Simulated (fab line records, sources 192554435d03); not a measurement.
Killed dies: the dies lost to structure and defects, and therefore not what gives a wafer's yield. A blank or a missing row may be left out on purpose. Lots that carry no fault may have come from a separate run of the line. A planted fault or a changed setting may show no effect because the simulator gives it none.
One fault through the eyes of 2 desks | flow n5_finfet | every desk sees just its own numbers, and what lay behind them comes last

## FROM THE METROLOGY DESK
Means of the sampled wafers that have a number, per lot and without regard to the tool the lot ran on: this is what the gauges read. Marked OUT: a lot whose mean sits more than 4 standard deviations from the usual mean, which makes it out of limits; the brackets give that distance. It has 12 readings; the 7 that lie furthest out on some lot are the ones shown.
Columns: A = M2_OVL at N5_BEOL_M2_OVL_MEAS_12, usual -0.2 nm; B = DIBL_N at N5_BEOL_M4_RC_MEAS_101, usual 36.0 mV/V; C = DIBL_P at N5_BEOL_M4_RC_MEAS_101, usual 35.8 mV/V; D = IOFF_P at N5_BEOL_M4_RC_MEAS_101, usual 0.20 nA/um; E = ION_N at N5_BEOL_M4_RC_MEAS_101, usual 670 uA/um; F = ION_P at N5_BEOL_M4_RC_MEAS_101, usual 459 uA/um; G = VT_P at N5_BEOL_M4_RC_MEAS_101, usual -252 mV
lot  | first seen here | A    | B    | C    | D    | E   | F   | G
L559 | day 6 13:04     | 0.3  | 36.0 | 36.2 | 0.22 | 673 | 464 | -246
L560 | day 6 14:25     | -1.4 | 35.6 | 34.2 | 0.18 | 660 | 455 | -254
L561 | day 7 00:09     | -0.0 | 36.1 | 35.6 | 0.19 | 672 | 461 | -253
L563 | day 7 15:16     | -0.1 | 36.8 | 36.4 | 0.19 | 670 | 460 | -252
L562 | day 7 17:32     | 0.4  | 36.2 | 36.4 | 0.20 | 668 | 454 | -252
L567 | day 8 16:16     | 0.7  | 35.3 | 34.4 | 0.16 | 655 | 446 | -256
L569 | day 9 07:23     | -0.6 | 35.7 | 36.0 | 0.17 | 669 | 457 | -257
L574 | day 10 06:54    | -0.4 | 35.8 | 34.5 | 0.17 | 662 | 452 | -254
L581 | day 12 13:16    | -0.9 | 36.0 | 36.4 | 0.23 | 678 | 467 | -250
L582 | day 12 20:31    | 0.5  | 33.1 | 32.2 | 0.14 | 648 | 446 | -257
This desk's finding: nothing out of limits on any of the 10 lots.

## THE TOOL OWNER'S DESK: rie_diel-02
The tool's own readings at N5_BEOL_M2_ETCH_70 (etches SOC in N2/H2, target depth 80 nm, overetch 24 nm, time 130 s): means of the sampled wafers that have a number, for each lot that ran on this tool. Marked OUT: a lot whose mean sits more than 4 standard deviations from the usual mean, which makes it out of limits; the brackets give that distance. It has 8 readings, of which 7 appear: the earliest out of limits, and the ones furthest out on some lot.
Columns: A = drypump_motor_current_A at N5_BEOL_M2_ETCH_70, usual 5.7 A; B = oes_product_au at N5_BEOL_M2_ETCH_70, usual 0.57 a.u.; C = rf_vpp_V at N5_BEOL_M2_ETCH_70, usual 524.5 V; D = run_length_s at N5_BEOL_M2_ETCH_70, usual 153.3 s; E = showerhead_plenum_p_Torr at N5_BEOL_M2_ETCH_70, usual 2.56 Torr; F = temp_c at N5_BEOL_M2_ETCH_70, usual 40.01 C; G = throttle_valve_pct at N5_BEOL_M2_ETCH_70, usual 17.84 %
lot  | first seen here | A   | B    | C     | D               | E    | F     | G
L560 | day 7 07:32     | 6.2 | 0.68 | 527.4 | 153.0           | 2.65 | 39.99 | 17.49
L567 | day 9 09:40     | 5.6 | 0.57 | 527.1 | 153.3           | 2.63 | 40.17 | 17.87
L569 | day 10 11:35    | 5.1 | 0.50 | 524.5 | 158.7 (+16) OUT | 2.56 | 39.87 | 18.05
L574 | day 10 15:14    | 6.1 | 0.61 | 526.0 | 160.9 (+23) OUT | 2.62 | 40.03 | 17.61
This desk finds L569, L574 out of limits, L569 being first, at day 10 11:35 (run_length_s at N5_BEOL_M2_ETCH_70). L560, L567 stayed within limits.

## TAKEN TOGETHER
On L569, L574, at day 10 11:35, an alarm was possible from the tool owner's desk.
From the metrology desk's view, nothing was out of limits.
The metrology desk has L569, L574 on record, within its limits.
Every lot named ran N5_BEOL_M2_ETCH_70 on rie_diel-02.

## WHAT WAS PUT IN BY THE SIMULATOR
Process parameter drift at N5_BEOL_M2_ETCH_70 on rie_diel-02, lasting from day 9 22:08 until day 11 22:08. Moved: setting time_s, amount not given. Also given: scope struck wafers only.
Lots struck among those shown: L569, L574.
Each desk's first reading out of limits, in hours after the fault started: the tool owner's desk, 13.
